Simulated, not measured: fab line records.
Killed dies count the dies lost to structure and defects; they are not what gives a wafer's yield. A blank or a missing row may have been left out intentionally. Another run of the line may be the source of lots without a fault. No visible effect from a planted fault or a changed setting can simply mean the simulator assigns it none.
Lot-split experiment | flow n5Finfet | route with 1938 steps; 7 lots, 39 wafers read

## THE SPLIT ITSELF
At N5_HKMG_FIN_ETCH_54 (etches SiARC in CF4, target depth 45.5 nm, time 75.8 s), the setting sourceW was moved away from the recipe's 545 W on 12 of the 39 wafers read, by -17.9% to +18.8%. All remaining wafers had this setting at the recipe value.

The reading comes from the split's own step.

## THE READING
rfVppV, in V, at N5_HKMG_FIN_ETCH_54 (etches SiARC in CF4, target depth 45.5 nm, time 75.8 s). On this fab line, fault-free wafers typically give 184.2 V with a standard deviation of 1.2 V.

wafer  | tool, chamber at the split | sourceW as run, W | against the recipe | rfVppV, V | against lot-mates on the recipe
L079.1 | rieDiel-05, 2              | 447.6             | -17.9%             | 197.4     | +14.9
L079.2 | rieDiel-05, 0              | 545               | recipe             | 182.6     | -
L079.3 | rieDiel-05, 1              | 447.6             | -17.9%             | 196.3     | +13.8
L079.4 | rieDiel-05, 1              | 545               | recipe             | 182.7     | -
L079.5 | rieDiel-05, 2              | 545               | recipe             | 182.2     | -
L079.6 | rieDiel-05, 0              | 447.6             | -17.9%             | 198.2     | +15.7
L084.1 | rieDiel-05, 2              | 545               | recipe             | 183.9     | -
L084.2 | rieDiel-05, 0              | 582.1             | +6.8%              | 179.9     | -4.8
L084.3 | rieDiel-05, 1              | 582.1             | +6.8%              | 180.1     | -4.6
L084.4 | rieDiel-05, 3              | 582.1             | +6.8%              | 180.1     | -4.6
L084.5 | rieDiel-05, 1              | 545               | recipe             | 183.8     | -
L084.6 | rieDiel-05, 0              | 545               | recipe             | 186.3     | -
L085.1 | rieDiel-01, 2              | 647.2             | +18.8%             | 173.5     | -10.9
L085.2 | rieDiel-01, 1              | 545               | recipe             | 184.1     | -
L085.3 | rieDiel-01, 0              | 647.2             | +18.8%             | 174.6     | -9.8
L085.4 | rieDiel-01, 3              | 647.2             | +18.8%             | 174.5     | -9.9
L085.5 | rieDiel-01, 2              | 545               | recipe             | 183.5     | -
L085.6 | rieDiel-01, 1              | 545               | recipe             | 185.5     | -
L088.1 | rieDiel-01, 1              | 580.6             | +6.5%              | 180.1     | -2.9
L088.2 | rieDiel-01, 2              | 545               | recipe             | 182.5     | -
L088.3 | rieDiel-01, 3              | 580.6             | +6.5%              | 180.4     | -2.6
L088.4 | rieDiel-01, 1              | 580.6             | +6.5%              | 180.9     | -2.1
L088.5 | rieDiel-01, 2              | 545               | recipe             | 182.5     | -
L088.6 | rieDiel-01, 3              | 545               | recipe             | 183.9     | -
L094.1 | rieDiel-05, 0              | 545               | recipe             | 184.2     | -
L094.2 | rieDiel-05, 3              | 545               | recipe             | 183.9     | -
L094.3 | rieDiel-05, 1              | 545               | recipe             | 182.9     | -
L094.4 | rieDiel-05, 2              | 545               | recipe             | 184.3     | -
L094.5 | rieDiel-05, 0              | 545               | recipe             | 182.8     | -
L094.6 | rieDiel-05, 3              | 545               | recipe             | 182.1     | -
L095.4 | rieDiel-03, 3              | 545               | recipe             | 185.5     | -
L095.5 | rieDiel-03, 0              | 545               | recipe             | 181.6     | -
L095.6 | rieDiel-03, 1              | 545               | recipe             | 185.0     | -
L097.1 | rieDiel-05, 3              | 545               | recipe             | 184.3     | -
L097.2 | rieDiel-05, 0              | 545               | recipe             | 185.3     | -
L097.3 | rieDiel-05, 1              | 545               | recipe             | 182.9     | -
L097.4 | rieDiel-05, 2              | 545               | recipe             | 183.6     | -
L097.5 | rieDiel-05, 3              | 545               | recipe             | 184.8     | -
L097.6 | rieDiel-05, 2              | 545               | recipe             | 184.1     | -

THE FIT
A straight line over all 39 wafers: rfVppV changes by -0.624 V for each +1% of sourceW; r = -0.96; the points scatter about the line by 1.3 V.
The same after taking each lot's own level away (the mean of its wafers on the recipe; 39 wafers): -0.672 V for each +1%; r = -0.97; scatter 1.4 V.
That fit puts the effect of the largest move of sourceW on the reading at 13 V.
The span of the lots' own levels, 182.50 to 184.67 V, comes to 1.8 times the standard deviation stated above.
Hence the lot-to-lot level has little effect on the slope; both slopes agree.
Check: for one of the wafers moved furthest among these (+18.8%), held out of the fit, the line's prediction against its lot-mates is -12.3 V. It came out at -10.9 V against them.
Tool readings at the split's step, against how far the setting was moved: etchRfOnTimeS r = -0.94; rfVppV r = -0.96.

## THE OTHER SPLITS THESE WAFERS WENT THROUGH
These wafers also went through other splits before the reading. Each is held against what the fit with the lots' levels taken away leaves over:
other split on the same wafers     | wafers away from the commonest value | r with rfVppV (lot level and that fit taken away)
N5_FIN_CUT_ETCH_21 timeS           | 15                                   | -0.03
N5_DUMMY_GATE_ETCH_44 targetDepthA | 18                                   | +0.21

## THE WHOLE CHAIN: every reading that the file lists as answering this split, in the file's order
step                | what it does                                           | reading       | change (the file's fit)              | r (the file's)
N5_HKMG_FIN_ETCH_54 | etches SiARC in CF4, target depth 45.5 nm, time 75.8 s | etchRfOnTimeS | withheld for each +1% of the setting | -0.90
N5_HKMG_FIN_ETCH_54 | etches SiARC in CF4, target depth 45.5 nm, time 75.8 s | rfVppV        | -0.661 V for each +1% of the setting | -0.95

## THE FILE'S OWN FIT
rfVppV changes by -0.661 V for each +1% of sourceW, r = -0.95.
